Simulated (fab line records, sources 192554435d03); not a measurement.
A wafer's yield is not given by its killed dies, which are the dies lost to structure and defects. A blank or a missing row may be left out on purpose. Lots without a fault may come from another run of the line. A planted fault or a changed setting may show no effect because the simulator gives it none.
fab line records	flow n5Finfet
[record] lots = 8	wafers = 22	lastDay = 18
route steps=1938 shown BEOL_M4@1111 BEOL_M14@1749 PASSIVATION@1936
lots untouched by any fault: they come from a run of this same line in which no faults occurred
startH: hours from the record's opening day to when the first of the lot's shown wafers began	waitH: hours since the lot's step before	" unchanged from the row above	L1.1+2: a single row standing in for several wafers	- no value, or no start was given	* or withheld: withheld	< > ~ a bound
route shown NAME@n: a module of which the file shows steps, and the number in the route of the first	usual: mean/standard deviation taken from wafers without a fault	same: alike in all rows	chamber/n: place in a boat	sites: readings site by site	_std_site: the values' standard deviation	_edge_site: the outer-site mean with the inner-site mean subtracted	radiusMm: how far each site lies from the wafer's centre	mask NAME#n: copy n	behind: the most recent tool/chamber to have shaped the wafer	hold: why the lot was held/for how many hours/how that ended	device: the transistor (n, p or np) that didn't switch	end of line: the same wafers' tests at the end of the route	for a step that has no rows: nothing shown but its recipe	killed: dies lost to structure and defects at the first sort, not the wafer's yield	map: dies across one wafer; x = killed, . = not, _ = none there
set.NAME: the setting the step ran with; set.NAME@STEP: the setting that earlier step ran with	model.NAME: the simulator's own value behind a step, which no gauge read
a sample of lots followed through the steps of the route, with each step as a table and each wafer as a row
services: when a tool's chamber went out of use (startH, in hours from the record's first day, below 0 if earlier), for how many hours, and the reason
[[steps]]
[step N5_BEOL_M4_RC_MEAS_101]
[usual] DIBL_N = 36.4/2.7	DIBL_P = 36/3.2	IOFF_N = 0.16/0.046	IOFF_P = 0.21/0.055	ION_N = 677/15	ION_P = 464/11	SS_N = 71.5/0.79	SS_P = 73.3/0.93	VT_N = 250/4.1	VT_P = -251/4.4
lot.wafer	tool	chamber	startH	waitH	DIBL_N[mV/V]	DIBL_P[mV/V]	IOFF_N[nA/um]	IOFF_P[nA/um]	ION_N[uA/um]	ION_P[uA/um]	SS_N[mV/dec]	SS_P[mV/dec]	VT_N[mV]	VT_P[mV]
L712.3	prober-01	0	189.09	0.3	38.3	40	0.22	0.36	695	487	72.9	73.0	242	-239
L712.5	"	0	"	"	37.2	38	0.19	0.28	691	478	72.2	73.6	245	-242
L712.6	"	0	"	"	35.4	36	0.16	0.26	682	481	72.0	73.0	248	-243
L713.2	prober-02	0	206.90	0.2	36.5	36	0.17	0.21	691	470	71.7	72.6	246	-249
L713.3	"	0	"	"	35.3	34	0.14	0.18	677	463	71.3	72.5	252	-253
L715.1	prober-02	0	226.22	0.0	31.4	30	0.10	0.14	677	464	70.5	72.7	257	-254
L715.4	"	0	"	"	31.9	31	0.11	0.14	659	458	70.4	72.8	256	-254
L725.2	prober-01	0	266.03	0.2	36.6	38	0.16	0.19	692	463	71.7	73.7	248	-253
L725.3	"	0	"	"	40.7	43	0.25	0.26	694	461	72.5	74.8	247	-250
L725.5	"	0	"	"	37.0	40	0.16	0.21	668	454	70.8	73.7	254	-254
L728.2	prober-02	0	293.20	0.2	36.9	38	0.17	0.24	689	475	71.3	74.3	247	-247
L728.5	"	0	"	"	37.6	37	0.17	0.24	675	466	72.1	74.6	249	-248
L728.6	"	0	"	"	37.0	36	0.17	0.22	676	454	71.6	74.0	248	-247
L729.2	prober-01	0	298.85	0.2	36.5	35	0.14	0.19	663	462	70.9	72.6	250	-251
L729.4	"	0	"	"	32.8	31	0.10	0.14	659	453	70.5	72.4	256	-256
L729.5	"	0	"	"	35.4	34	0.13	0.17	670	461	71.1	72.0	252	-255
L731.3	prober-02	0	319.36	0.3	40.0	38	0.21	0.22	677	457	72.4	73.5	249	-253
L731.5	"	0	"	"	36.7	34	0.14	0.16	659	448	71.2	72.5	253	-257
L731.6	"	0	"	"	41.0	40	0.23	0.25	689	467	72.3	74.2	247	-252
L732.1	prober-01	0	319.44	0.0	28.6	29	0.06	0.09	633	435	70.3	70.7	264	-265
L732.3	"	0	"	"	32.5	32	0.11	0.12	658	440	71.0	71.9	256	-259
L732.4	"	0	"	"	32.1	33	0.11	0.13	677	462	70.6	71.7	253	-259
[step N5_BEOL_M14_DESCUM_33]
[recipe] chemistry = O2	timeS = 7.9	sourcePowerW = 50	biasPowerW = 20	pressureMtorr = 20	rfFrequencyHz = 2.712e+07	tempC = 40	o2FlowSccm = 225
[usual] drypumpMotorCurrentA = 5.6/0.42	oesProductAu = 0.80/0.075	rfVppV = 242.9/1.4	showerheadPlenumPTorr = 2.07/0.071	throttleValvePct = 20.31/0.21
lot.wafer	tool	chamber	startH	waitH	drypumpMotorCurrentA	oesProductAu	rfHoursCounterH	rfVppV	showerheadPlenumPTorr	throttleValvePct
L712.3	rieDiel-04	3	265.43	0.4	5.1	0.79	118	242.4	2.01	20.54
L712.5	"	2	"	"	6.0	0.68	-	242.8	2.08	20.29
L712.6	"	1	"	"	5.9	0.90	-	244.0	2.14	20.37
L713.2	rieDiel-04	0	283.68	0.0	6.0	0.76	158	241.1	1.99	20.13
L713.3	"	3	"	"	5.1	0.80	123	242.0	2.01	20.54
L715.1	rieDiel-04	1	306.36	0.1	5.8	0.87	32	244.4	2.13	20.40
L715.4	"	0	"	"	6.0	0.75	165	240.2	1.98	20.16
L725.2	rieDiel-01	3	347.78	0.1	6.1	0.87	45	242.2	2.02	19.89
L725.3	"	1	"	"	5.4	0.87	36	241.5	2.02	20.26
L725.5	"	1	"	"	5.4	0.87	-	243.0	2.02	20.27
L728.2	rieDiel-06	1	372.99	0.0	6.3	0.79	92	246.0	2.21	20.46
L728.5	"	0	"	"	5.2	0.96	-	244.9	2.12	19.84
L728.6	"	3	"	"	5.1	0.82	-	240.8	2.03	20.57
L729.2	rieDiel-01	1	379.40	0.2	5.3	0.86	46	242.0	2.01	20.27
L729.4	"	3	"	"	6.1	0.87	55	242.6	2.01	19.91
L729.5	"	3	"	"	6.1	0.86	-	241.9	2.01	19.90
L731.3	rieDiel-04	0	388.52	0.1	6.0	0.73	197	241.9	1.97	20.20
L731.5	"	2	"	"	6.0	0.93	-	242.6	2.07	20.13
L731.6	"	3	"	"	5.2	0.75	-	243.1	2.00	20.59
L732.1	rieDiel-04	2	394.25	0.1	6.0	0.93	12	241.2	2.07	20.12
L732.3	"	0	"	"	6.0	0.72	200	242.9	1.97	20.21
L732.4	"	1	"	"	5.9	0.82	66	244.3	2.12	20.45
[step N5_BEOL_M14_TRENCH_ETCH_34]
[recipe] chemistry = C4F8/O2/Ar	target = SiO2	targetDepthA = 5566.5	maskMaterial = SOC	heInnerTorr = 15	heOuterTorr = 30	timeS = 126.9	ionEnergyEv = 800	pressureMtorr = 20	sourceW = 1905	biasW = 2040	Ar_flow_sccm = 400	C4F8_flow_sccm = 16	O2_flow_sccm = 12
[usual] biasW = 2041/6.4	drypumpMotorCurrentA = 5.6/0.42	oesProductAu = 0.81/0.076	rfVppV = 2203/56	showerheadPlenumPTorr = 3.41/0.1	throttleValvePct = 30.78/0.28
lot.wafer	tool	chamber	startH	waitH	biasW	drypumpMotorCurrentA	oesProductAu	rfHoursCounterH	rfVppV	showerheadPlenumPTorr	throttleValvePct
L712.3	rieDiel-04	3	265.88	0.0	2038	5.1	0.79	118	2153	3.34	31.12
L712.5	"	2	"	"	2041	6.0	0.68	-	2186	3.38	30.34
L712.6	"	1	"	"	2054	5.9	0.90	-	2306	3.52	31.06
L713.2	rieDiel-04	0	284.13	0.0	2054	6.0	0.76	158	2174	3.33	30.93
L713.3	"	3	"	"	-	5.1	0.78	123	2153	3.33	31.13
L715.1	rieDiel-04	1	306.82	0.0	2040	5.9	0.86	32	2306	3.52	31.05
L715.4	"	0	"	"	-	6.0	0.75	165	2172	3.32	30.91
L725.2	rieDiel-01	3	348.23	0.0	2043	6.1	0.87	45	2242	3.31	30.16
L725.3	"	1	"	"	2051	5.3	0.86	37	2255	3.36	30.96
L725.5	"	1	"	"	2049	5.4	0.86	-	2256	3.36	30.97
L728.2	rieDiel-06	1	373.45	0.0	2047	6.4	0.82	92	2150	3.57	30.62
L728.5	"	0	"	"	2040	5.2	0.97	-	2282	3.52	30.68
L728.6	"	3	"	"	2040	5.0	0.77	-	2144	3.32	30.77
L729.2	rieDiel-01	1	379.85	0.0	2042	5.3	0.86	47	2254	3.35	31.00
L729.4	"	3	"	"	2037	6.1	0.88	55	2241	3.31	30.19
L729.5	"	3	"	"	2033	6.1	0.87	-	2243	3.31	30.17
L731.3	rieDiel-04	0	388.98	0.0	2029	5.9	0.73	198	2172	3.31	30.97
L731.5	"	2	"	"	2042	6.0	0.93	-	2185	3.36	30.45
L731.6	"	3	"	"	2037	5.2	0.75	-	2153	3.31	31.16
L732.1	rieDiel-04	2	394.70	0.0	2049	6.0	0.93	12	2184	3.36	30.46
L732.3	"	0	"	"	2036	6.0	0.73	200	2171	3.30	30.96
L732.4	"	1	"	"	2037	5.8	0.82	67	2304	3.50	31.10
[step N5_BEOL_M14_OCD_MEAS_35]
[usual] trenchDepthNm = 560/17
lot.wafer	tool	chamber	startH	waitH	trenchDepthNm
L712.3	ocd-02	-	266.04	0.0	548
L712.5	"	-	"	"	531
L712.6	"	-	"	"	568
L713.2	ocd-01	-	284.29	0.0	557
L713.3	"	-	"	"	152
L715.1	ocd-01	-	306.97	0.0	563
L715.4	"	-	"	"	155
L725.2	ocd-01	-	348.39	0.0	560
L725.3	"	-	"	"	564
L725.5	"	-	"	"	560
L728.2	ocd-02	-	373.60	0.0	581
L728.5	"	-	"	"	585
L728.6	"	-	"	"	539
L729.2	ocd-02	-	380.01	0.0	569
L729.4	"	-	"	"	575
L729.5	"	-	"	"	571
L731.3	ocd-02	-	389.13	0.0	558
L731.5	"	-	"	"	549
L731.6	"	-	"	"	550
L732.1	ocd-02	-	394.86	0.0	559
L732.3	"	-	"	"	564
L732.4	"	-	"	"	569
[step N5_BEOL_M14_ETCH_38]
[recipe] chemistry = CF4/N2	target = SiCN	targetDepthA = 1065	taperDeg = 2	timeS = 120.6	ionEnergyEv = 150	maskMaterial = SiO2	pressureMtorr = 40	sourceW = 430	biasW = 70	Ar_flow_sccm = 100	cf4FlowSccm = 60	n2FlowSccm = 60
[usual] biasW = 70.00/0.21	drypumpMotorCurrentA = 5.6/0.43	n2FlowSccm = 60.00/0.19	oesProductAu = 0.82/0.071	rfVppV = 382.2/1.8	showerheadPlenumPTorr = 2.19/0.069	throttleValvePct = 15.34/0.14
lot.wafer	tool	chamber	startH	waitH	biasW	drypumpMotorCurrentA	n2FlowSccm	oesProductAu	rfHoursCounterH	rfVppV	showerheadPlenumPTorr	throttleValvePct
L712.3	rieDiel-01	0	-	-	70.06	5.2	60.44	0.79	108	384.9	2.30	15.37
L712.5	"	0	"	"	70.23	5.2	60.08	0.79	-	384.2	2.30	15.37
L712.6	"	1	"	"	69.72	5.3	59.74	0.94	-	381.4	2.16	15.32
L713.2	rieDiel-06	1	-	-	69.89	6.3	60.01	0.86	60	384.5	2.32	15.30
L713.3	"	2	"	"	69.91	5.8	59.93	0.84	99	382.0	2.22	15.33
L715.1	rieDiel-06	2	-	-	69.99	5.8	60.13	0.83	107	381.5	2.22	15.37
L715.4	"	0	"	"	69.91	5.2	60.26	0.68	249	383.7	2.27	15.40
L725.2	rieDiel-06	0	-	-	70.01	5.2	59.69	1.01	6	384.4	2.26	14.96
L725.3	"	1	"	"	69.78	6.3	59.82	0.83	83	385.2	2.31	15.34
L725.5	"	2	"	"	69.74	5.8	59.96	0.82	-	384.0	2.21	15.42
L728.2	rieDiel-01	1	-	-	70.24	5.3	60.10	0.86	45	381.4	2.14	15.39
L728.5	"	1	"	"	70.12	5.3	60.13	0.86	-	380.8	2.14	15.39
L728.6	"	0	"	"	69.75	5.2	60.23	0.76	-	384.7	2.28	15.45
L729.2	rieDiel-04	0	-	-	69.97	5.9	60.13	0.73	194	381.0	2.12	15.40
L729.4	"	2	"	"	69.74	6.0	60.24	0.94	6	382.1	2.17	14.95
L729.5	"	0	"	"	70.06	5.9	59.82	0.72	-	380.1	2.12	15.40
L731.3	rieDiel-06	2	-	-	70.28	5.8	59.61	0.81	140	382.7	2.21	15.42
L731.5	"	1	"	"	70.26	6.4	60.36	0.82	-	384.1	2.30	15.39
L731.6	"	2	"	"	69.87	5.8	59.79	0.81	-	382.5	2.21	15.44
L732.1	rieDiel-01	0	-	-	69.61	5.2	60.05	0.75	155	384.7	2.28	15.47
L732.3	"	1	"	"	69.96	5.3	60.01	0.85	54	381.2	2.14	15.41
L732.4	"	2	"	"	69.89	5.5	60.32	0.78	133	379.8	2.12	15.36
[step N5_BEOL_M14_DEGAS_41]
[recipe] ambient = vacuum	tempC = 300	timeS = 60
[usual] heaterPowerW = 460/36
lot.wafer	tool	chamber	startH	waitH	heaterPowerW
L712.3	pvdSputter-02	-	266.86	0.3	442
L712.5	"	-	"	"	442
L712.6	"	-	"	"	464
L713.2	pvdSputter-03	-	286.52	0.1	453
L713.3	"	-	"	"	446
L715.1	pvdSputter-02	-	309.86	0.2	468
L715.4	"	-	"	"	446
L725.2	pvdSputter-03	-	350.15	0.4	452
L725.3	"	-	"	"	437
L725.5	"	-	"	"	416
L728.2	pvdSputter-03	-	375.87	0.3	429
L728.5	"	-	"	"	410
L728.6	"	-	"	"	442
L729.2	pvdSputter-03	-	382.28	0.4	451
L729.4	"	-	"	"	526
L729.5	"	-	"	"	458
L731.3	pvdSputter-01	-	393.74	0.3	450
L731.5	"	-	"	"	429
L731.6	"	-	"	"	520
L732.1	pvdSputter-01	-	397.00	0.6	438
L732.3	"	-	"	"	464
L732.4	"	-	"	"	528
[step N5_BEOL_M14_THK_MEAS_50]
[recipe] thkMeasGauge = xrf	reads = Cu_of_BEOL_M14_ECD_47
[usual] M14_THK = 575/18
lot.wafer	tool	chamber	startH	waitH	M14_THK[nm]
L712.3	filmMetro-01	-	268.04	-	569
L712.5	"	-	"	"	555
L712.6	"	-	"	"	591
L713.2	filmMetro-01	-	287.91	-	568
L713.3	"	-	"	"	155
L715.1	filmMetro-01	-	311.18	-	576
L715.4	"	-	"	"	157
L725.2	filmMetro-01	-	351.29	-	573
L725.3	"	-	"	"	577
L725.5	"	-	"	"	577
L728.2	filmMetro-01	-	377.22	-	601
L728.5	"	-	"	"	607
L728.6	"	-	"	"	556
L729.2	filmMetro-01	-	383.79	-	587
L729.4	"	-	"	"	596
L729.5	"	-	"	"	591
L731.3	filmMetro-01	-	394.96	-	574
L731.5	"	-	"	"	568
L731.6	"	-	"	"	567
L732.1	filmMetro-01	-	398.14	-	568
L732.3	"	-	"	"	573
L732.4	"	-	"	"	582
[step N5_BEOL_M14_RS_MEAS_54]
[recipe] thkMeasGauge = four-point-probe	reads = Cu_of_BEOL_M14_ECD_47+Ta_of_BEOL_M14_SPUTTER_44+TaN_of_BEOL_M14_SPUTTER_43
[usual] M14_RS = 0.0330/0.001
lot.wafer	tool	chamber	startH	waitH	M14_RS[ohm/sq]
L712.3	filmMetro-02	-	268.29	0.1	0.0338
L712.5	"	-	"	"	0.0348
L712.6	"	-	"	"	0.0326
L713.2	filmMetro-02	-	288.06	0.1	0.0333
L713.3	"	-	"	"	0.1301
L715.1	filmMetro-02	-	311.31	0.0	0.0328
L715.4	"	-	"	"	0.1272
L725.2	filmMetro-02	-	351.42	0.1	0.0330
L725.3	"	-	"	"	0.0328
L725.5	"	-	"	"	0.0330
L728.2	filmMetro-01	-	377.35	0.1	0.0319
L728.5	"	-	"	"	0.0315
L728.6	"	-	"	"	0.0343
L729.2	filmMetro-01	-	383.92	0.1	0.0325
L729.4	"	-	"	"	0.0321
L729.5	"	-	"	"	0.0324
L731.3	filmMetro-01	-	395.08	0.1	0.0332
L731.5	"	-	"	"	0.0336
L731.6	"	-	"	"	0.0335
L732.1	filmMetro-01	-	398.26	0.0	0.0332
L732.3	"	-	"	"	0.0329
L732.4	"	-	"	"	0.0326
[step N5_PASSIVATION_PROBE_49]
[usual] defectLimitedYield = 91.1/1.4	killed_at_M0_to_M3 = 34/9.7	killed_at_M4_up = 13/5.1	killedAtContacts = 14/6.3	killedAtFrontEnd = 40/11	killedAtOther = 3.5/2.7	killedDies = 105/16	killedOnRim = 13/4.1	killedOpen = 70/12	killedShort = 34/7.8	sort_bin_5_function = 5.2/0.88	sort_bin_6_memory = 3.3/0.7	sort_bin_8_speed = 0.1/0.62	sortNPass = 1074/17	sortYieldPct = 91.0/1.5
[same] grossDies = 1180	killedAtBackSide = 0	sort_bin_4_leakage[%] = 0
lot.wafer	tool	chamber	startH	waitH	defectLimitedYield[%]	killed_at_M0_to_M3	killed_at_M4_up	killedAtContacts	killedAtFrontEnd	killedAtOther	killedDies	killedOnRim	killedOpen	killedShort	sort_bin_5_function[%]	sort_bin_6_memory[%]	sort_bin_8_speed[%]	sortNPass	sortYieldPct[%]
L713.2	prober-01	-	307.70	0.1	92.1	35	19	7	30	2	93	9	63	30	5.3	2.3	0	1087	92.1
L713.3	prober-01	-	307.75	0.1	0	35	1084	20	39	2	1180	152	75	35	94.9	4.7	0	0	0
L715.1	prober-01	-	331.31	0.0	90.1	46	17	29	23	2	117	13	80	36	5.4	4.2	0	1063	90.1
L715.4	prober-01	-	331.46	0.2	0	40	1081	22	34	3	1180	152	83	33	96.2	3.6	0	0	0
L725.2	prober-01	-	371.55	0.1	90.8	34	16	6	50	2	108	11	71	37	5.6	3.4	0	1072	90.8
L728.2	prober-01	-	398.84	0.1	91.2	39	6	14	43	2	104	15	75	29	5.8	2.8	0	1076	91.2
L728.5	prober-01	-	398.99	0.2	93.1	38	8	13	15	8	82	11	50	27	4.2	2.5	0	1098	93.1
L728.6	prober-01	-	399.04	0.3	91.4	38	12	16	22	14	102	11	62	38	5.2	3.0	0	1078	91.4
// killed by level:class
L713.2 STI_FIN_REVEAL:geometricParticle:open=10 BEOL_M4:geometricParticle:open=9 BEOL_M0_SAQP:geometricParticle:short=8 FIN_SAQP:geometricParticle:open=7 MOL_CONTACT_COAG:geometricParticle:open=7 BEOL_M0_SAQP:geometricParticle:open=7 BEOL_M3:geometricParticle:open=6 BEOL_M2:geometricParticle:open=6
L713.3 BEOL_M14:areaEcd=1068 MOL_CONTACT_COAG:geometricParticle:open=17 STI_FIN_REVEAL:geometricParticle:open=16 BEOL_M0_SAQP:geometricParticle:short=11 BEOL_M4:geometricParticle:open=10 BEOL_M0_SAQP:geometricParticle:open=7 BEOL_M2:geometricParticle:open=5 BEOL_M3:geometricParticle:open=4
L715.1 MOL_CONTACT_COAG:geometricParticle:open=22 BEOL_M0_SAQP:geometricParticle:short=18 BEOL_M0_SAQP:geometricParticle:open=14 STI_FIN_REVEAL:geometricParticle:open=10 BEOL_M4:geometricParticle:open=8 MOL_CONTACT_COAG:geometricParticle:short=7 BEOL_M2:geometricParticle:open=6 FIN_SAQP:geometricParticle:open=5
L715.4 BEOL_M14:areaEcd=1064 MOL_CONTACT_COAG:geometricParticle:open=21 BEOL_M0_SAQP:geometricParticle:short=12 BEOL_M0_SAQP:geometricParticle:open=10 BEOL_M4:geometricParticle:open=10 STI_FIN_REVEAL:geometricParticle:open=8 BEOL_M1:geometricParticle:open=7 DUMMY_GATE:geometricParticle:open=6
L725.2 FIN_SAQP:geometricParticle:open=9 BEOL_M0_SAQP:geometricParticle:open=9 BEOL_M0_SAQP:geometricParticle:short=9 DUMMY_GATE:geometricParticle:open=7 STI_FIN_REVEAL:geometricParticle:open=6 MOL_CONTACT_COAG:geometricParticle:open=6 BEOL_M3:geometricParticle:open=6 FIN_SAQP:geometricParticle:short=5
L728.2 STI_FIN_REVEAL:geometricParticle:open=22 MOL_CONTACT_COAG:geometricParticle:open=12 BEOL_M3:geometricParticle:open=10 BEOL_M0_SAQP:geometricParticle:open=8 BEOL_M0_SAQP:geometricParticle:short=8 STI_FIN_REVEAL:geometricParticle:short=7 BEOL_M2:geometricParticle:open=5 FIN_SAQP:geometricParticle:short=3
L728.5 BEOL_M0_SAQP:geometricParticle:short=12 MOL_CONTACT_COAG:geometricParticle:open=11 BEOL_M3:geometricParticle:open=9 BEOL_M0_SAQP:geometricParticle:open=8 MIM_TOP_ETCH:geometricParticle:short=4 ILD0:geometricParticle:short=3 BEOL_M1:geometricParticle:open=3 BEOL_M2:geometricParticle:open=3
L728.6 MOL_CONTACT_COAG:geometricParticle:open=13 BEOL_M1:geometricParticle:open=10 BEOL_M3:geometricParticle:open=6 GATE_CUT:geometricParticle:short=6 BEOL_M0_SAQP:geometricParticle:short=5 MIM_TOP_ETCH:geometricParticle:short=5 BEOL_M2:geometricParticle:open=5 BEOL_M0_SAQP:geometricParticle:open=4
[[services]]
tool	chamber	startH	hours	kind
rieDiel-06	-	256.88	0.1	repair
rieDiel-01	-	284.58	0.4	repair
rieDiel-06	0	311.12	-	clean
rieDiel-06	0	311.12	-	consumableReplace:esc
rieDiel-06	0	311.12	-	consumableReplace:focusRing
rieDiel-06	0	311.12	22.7	scheduledDown
rieDiel-06	0	311.12	22.7	ventCycle
rieDiel-01	2	337.34	4.5	repair
pvdSputter-01	-	350.73	6.6	repair
rieDiel-04	2	353.14	-	clean
rieDiel-04	2	353.14	-	consumableReplace:focusRing
rieDiel-04	2	353.14	12.5	scheduledDown
rieDiel-04	2	353.14	12.5	ventCycle
[[key]]
[firstSign] step = N5_BEOL_M14_OCD_MEAS_35	reading = trenchDepthNm	direction = down	sigmas = 24	usual = 560	struck = 154
[effect] step = N5_BEOL_M14_THK_MEAS_50	reading = M14_THK	direction = down	sigmas = 24	usual = 575	struck = 156
[effect] step = N5_BEOL_M14_RS_MEAS_54	reading = M14_RS	direction = up	sigmas = 96	usual = 0.0330	struck = 0.1287
[effect] step = N5_PASSIVATION_PROBE_49	reading = killed_at_M4_up	direction = up	sigmas = 99+	usual = 13	struck = 1082
[moreKillsBornAt] N5_BEOL_M14_ECD_47@ecdCu-02 = 1068	N5_BEOL_M14_ECD_47@ecdCu-01 = 1064
metAt N5_BEOL_M14_TRENCH_ETCH_34
struckLots L713,L715
struckWafers L713.3,L715.4
laterRowsLeftOut L713.3,L715.4
notActingAt N5_BEOL_M14_DESCUM_33,N5_BEOL_M14_ETCH_38,N5_BEOL_M14_DEGAS_41
onsetBetween 265.88 284.13
[fault] kind = processParameterDrift	tool = rieDiel-04	chamber = -	onsetH = 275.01	steps = N5_BEOL_M14_TRENCH_ETCH_34	channel = timeS	offset = *	shape = step	endH = 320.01	scope = struckWafersOnly	actsIn = *	stated = *
// laterRowsLeftOut: the simulator's readings of these wafers behind a module that went badly wrong aren't trusted and aren't shown, but for the sort
